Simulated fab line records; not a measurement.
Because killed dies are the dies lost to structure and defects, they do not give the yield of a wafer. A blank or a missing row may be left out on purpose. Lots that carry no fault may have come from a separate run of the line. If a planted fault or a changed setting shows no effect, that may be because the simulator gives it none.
Matching of chambers | flow n5_finfet | rie_si-01 running N5_BEOL_M0_SAQP_ETCH_102: 4 sister chambers
The step etches SiO2 in CF4, target depth 4 nm, time 4.4 s. 8 wafers are shown with their chamber, then 9 later ones without.

## WAFERS PAIRED WITH THEIR CHAMBERS
wafer  | chamber | drypump_motor_current_A (A) | throttle_valve_pct (%)
L702.3 | 3       | 5.8                         | 21.89
L703.4 | 3       | 5.8                         | 21.89
L705.1 | 2       | 6.2                         | 21.84
L706.3 | 2       | 6.2                         | 21.86
L708.5 | 0       | 5.3                         | 21.68
L709.1 | 0       | 5.3                         | 21.69
L709.2 | 1       | 5.7                         | 21.92
L709.6 | 1       | 5.6                         | 21.92

## WAFERS WITH NO CHAMBER GIVEN
wafer  | drypump_motor_current_A (A) | throttle_valve_pct (%)
L721.1 | 6.3                         | 21.86
L721.2 | 5.3                         | 21.69
L721.4 | 5.8                         | 21.88
L724.2 | 5.6                         | 21.93
L724.4 | 5.3                         | 21.69
L724.6 | 5.8                         | 21.89
L725.3 | 6.2                         | 21.85
L725.4 | 5.3                         | 21.69
L725.5 | 5.7                         | 21.92

## CHAMBER TAKEN BY EACH
wafer  | from the rows above | in truth
L721.1 | 2                   | 2
L721.2 | 0                   | 0
L721.4 | 3                   | 3
L724.2 | 1                   | 1
L724.4 | 0                   | 0
L724.6 | 3                   | 3
L725.3 | 2                   | 2
L725.4 | 0                   | 0
L725.5 | 1                   | 1
Correctly placed: 9 of 9. Not placeable from these rows: 0. Placed wrongly: 0.
How it was worked out, from the rows above alone: a wafer's distance from a chamber is the root of the sum, over the readings, of the square of ((its reading less the chamber's mean) divided by the reading's scatter). If the next closest chamber is less than 2 further off than the closest, the wafer can't be placed; otherwise it belongs to the closest. Each chamber's mean is taken over the wafers shown for it. The scatter: the root of (the sum of the squares of (reading less its chamber's mean) over the shown wafers, divided by (wafers less chambers)).
